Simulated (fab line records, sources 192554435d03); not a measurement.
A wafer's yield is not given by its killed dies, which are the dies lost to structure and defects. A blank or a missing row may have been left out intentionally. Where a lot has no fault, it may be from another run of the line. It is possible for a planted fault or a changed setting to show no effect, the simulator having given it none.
Split-lot study || flow n5 finfet || 7 lots, 21 wafers read, on a route of 1938 steps

== THE SPLIT ITSELF ==
At N5_MOL_CONTACT_COAG_EXPOSE_05 (exposes mask CA, defocus 0 nm), the setting dose mj was moved away from the recipe's 38.25 on 6 of the 21 wafers read, by -6.1% to +3.0%. The other wafers ran this setting at the recipe's value.

== FROM THE SPLIT TO THE READING: what the file shows between them, 4 steps ==
- N5_MOL_CONTACT_COAG_PEB_06: peb time 60 s
- N5_MOL_CONTACT_COAG_DEVELOP_07: develop time 30 s
- N5_MOL_CONTACT_COAG_DESCUM_13: chemistry O2, time 7 s
- N5_MOL_CONTACT_COAG_ETCH_59: etches underlayer in N2/H2, target depth 13 nm, time 10.4 s

== THE READING ==
MOL_CONTACT_COAG.cd offset nm (the simulator's own value, which no gauge read), in nm, at N5_MOL_CONTACT_COAG_ETCH_105 (etches SiARC in CF4, target depth 15.6 nm, time 26 s). There is no usual value for it anywhere in the file. The 15 wafers here that ran the recipe average 0.3 nm, standard deviation 0.41 nm.

{"wafer": "L075.2", "tool, chamber at the split": "euv scanner-02, 0", "dose mj as run": 39.4, "against the recipe": "+3.0%", "MOL_CONTACT_COAG.cd offset nm, nm": 0.4, "against lot-mates on the recipe": "+1.0"}
{"wafer": "L075.4", "tool, chamber at the split": "euv scanner-02, 0", "dose mj as run": 39.4, "against the recipe": "+3.0%", "MOL_CONTACT_COAG.cd offset nm, nm": 0, "against lot-mates on the recipe": "+0.6"}
{"wafer": "L075.6", "tool, chamber at the split": "euv scanner-02, 0", "dose mj as run": 38.25, "against the recipe": "recipe", "MOL_CONTACT_COAG.cd offset nm, nm": -0.6, "against lot-mates on the recipe": "-"}
{"wafer": "L077.3", "tool, chamber at the split": "euv scanner-02, 0", "dose mj as run": 38.25, "against the recipe": "recipe", "MOL_CONTACT_COAG.cd offset nm, nm": 0.8, "against lot-mates on the recipe": "-"}
{"wafer": "L077.5", "tool, chamber at the split": "euv scanner-02, 0", "dose mj as run": 36.5, "against the recipe": "-4.6%", "MOL_CONTACT_COAG.cd offset nm, nm": -0.6, "against lot-mates on the recipe": -1.2}
{"wafer": "L077.6", "tool, chamber at the split": "euv scanner-02, 0", "dose mj as run": 38.25, "against the recipe": "recipe", "MOL_CONTACT_COAG.cd offset nm, nm": 0.4, "against lot-mates on the recipe": "-"}
{"wafer": "L078.2", "tool, chamber at the split": "euv scanner-02, 0", "dose mj as run": 38.25, "against the recipe": "recipe", "MOL_CONTACT_COAG.cd offset nm, nm": 0.6, "against lot-mates on the recipe": "-"}
{"wafer": "L078.6", "tool, chamber at the split": "euv scanner-02, 0", "dose mj as run": 38.25, "against the recipe": "recipe", "MOL_CONTACT_COAG.cd offset nm, nm": 0.6, "against lot-mates on the recipe": "-"}
{"wafer": "L078.4", "tool, chamber at the split": "euv scanner-02, 0", "dose mj as run": 38.25, "against the recipe": "recipe", "MOL_CONTACT_COAG.cd offset nm, nm": 0.4, "against lot-mates on the recipe": "-"}
{"wafer": "L079.2", "tool, chamber at the split": "euv scanner-02, 0", "dose mj as run": 38.25, "against the recipe": "recipe", "MOL_CONTACT_COAG.cd offset nm, nm": 0.6, "against lot-mates on the recipe": "-"}
{"wafer": "L079.4", "tool, chamber at the split": "euv scanner-02, 0", "dose mj as run": 38.25, "against the recipe": "recipe", "MOL_CONTACT_COAG.cd offset nm, nm": 0.6, "against lot-mates on the recipe": "-"}
{"wafer": "L079.6", "tool, chamber at the split": "euv scanner-02, 0", "dose mj as run": 37.14, "against the recipe": "-2.9%", "MOL_CONTACT_COAG.cd offset nm, nm": 0, "against lot-mates on the recipe": -0.6}
{"wafer": "L086.1", "tool, chamber at the split": "euv scanner-02, 0", "dose mj as run": 35.92, "against the recipe": "-6.1%", "MOL_CONTACT_COAG.cd offset nm, nm": -1.6, "against lot-mates on the recipe": -1.6}
{"wafer": "L086.2", "tool, chamber at the split": "euv scanner-02, 0", "dose mj as run": 35.92, "against the recipe": "-6.1%", "MOL_CONTACT_COAG.cd offset nm, nm": -1.2, "against lot-mates on the recipe": -1.2}
{"wafer": "L086.6", "tool, chamber at the split": "euv scanner-02, 0", "dose mj as run": 38.25, "against the recipe": "recipe", "MOL_CONTACT_COAG.cd offset nm, nm": 0, "against lot-mates on the recipe": "-"}
{"wafer": "L087.2", "tool, chamber at the split": "euv scanner-02, 0", "dose mj as run": 38.25, "against the recipe": "recipe", "MOL_CONTACT_COAG.cd offset nm, nm": -0.2, "against lot-mates on the recipe": "-"}
{"wafer": "L087.3", "tool, chamber at the split": "euv scanner-02, 0", "dose mj as run": 38.25, "against the recipe": "recipe", "MOL_CONTACT_COAG.cd offset nm, nm": -0.4, "against lot-mates on the recipe": "-"}
{"wafer": "L087.6", "tool, chamber at the split": "euv scanner-02, 0", "dose mj as run": 38.25, "against the recipe": "recipe", "MOL_CONTACT_COAG.cd offset nm, nm": 0.6, "against lot-mates on the recipe": "-"}
{"wafer": "L089.2", "tool, chamber at the split": "euv scanner-02, 0", "dose mj as run": 38.25, "against the recipe": "recipe", "MOL_CONTACT_COAG.cd offset nm, nm": 0.2, "against lot-mates on the recipe": "-"}
{"wafer": "L089.6", "tool, chamber at the split": "euv scanner-02, 0", "dose mj as run": 38.25, "against the recipe": "recipe", "MOL_CONTACT_COAG.cd offset nm, nm": 0.2, "against lot-mates on the recipe": "-"}
{"wafer": "L089.5", "tool, chamber at the split": "euv scanner-02, 0", "dose mj as run": 38.25, "against the recipe": "recipe", "MOL_CONTACT_COAG.cd offset nm, nm": 0.6, "against lot-mates on the recipe": "-"}

THE FIT
A straight line over all 21 wafers: MOL_CONTACT_COAG.cd offset nm changes by +0.194 nm for each +1% of dose mj; r = +0.72; the points scatter about the line by 0.45 nm.
The same after taking each lot's own level away (the mean of its wafers on the recipe; 21 wafers): +0.241 nm for each +1%; r = +0.93; scatter 0.23 nm.
The reading moves by 1.5 nm for the largest change in dose mj, on that fit.
The span of the lots' own levels, -0.60 to 0.60 nm, comes to 3.0 times the standard deviation stated above.
So the lot-to-lot level blurs the effect unless lot-mates are compared.
Check: -1.39 nm against its lot-mates is what the line predicts for one of the wafers moved furthest among these (-6.1%) when that wafer is left out of the fit. Against them it came out at -1.6 nm.

== OTHER SPLITS APPLIED TO THESE WAFERS ==
These wafers also went through other splits before the reading. Each is held against what the fit with the lots' levels taken away leaves over:
{"other split on the same wafers": "N5_HKMG_FIN_EXPOSE_46 dose mj", "wafers away from the commonest value": 7, "r with MOL_CONTACT_COAG.cd offset nm (lot level and that fit taken away)": "+0.31"}
{"other split on the same wafers": "N5_HKMG_FIN_ETCH_58 source w", "wafers away from the commonest value": 5, "r with MOL_CONTACT_COAG.cd offset nm (lot level and that fit taken away)": -0.03}
{"other split on the same wafers": "N5_GATE_CUT_CMP_23 down force psi", "wafers away from the commonest value": 9, "r with MOL_CONTACT_COAG.cd offset nm (lot level and that fit taken away)": -0.40}

== THE WHOLE CHAIN: every reading that the file lists as answering this split, in the file's order ==
{"step": "N5_MOL_CONTACT_COAG_ETCH_59", "what it does": "etches underlayer in N2/H2, target depth 13 nm, time 10.4 s", "reading": "MOL_CONTACT_COAG.cd offset nm (the simulator's own value, which no gauge read)", "change (the file's fit)": "+0.222 nm for each +1% of the setting", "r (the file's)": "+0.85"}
{"step": "N5_MOL_CONTACT_COAG_ETCH_105", "what it does": "etches SiARC in CF4, target depth 15.6 nm, time 26 s", "reading": "MOL_CONTACT_COAG.cd offset nm (the simulator's own value, which no gauge read)", "change (the file's fit)": "+0.241 nm for each +1% of the setting", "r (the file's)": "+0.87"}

== THE FILE'S OWN FIT ==
MOL_CONTACT_COAG.cd offset nm changes by +0.241 nm for each +1% of dose mj, r = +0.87.
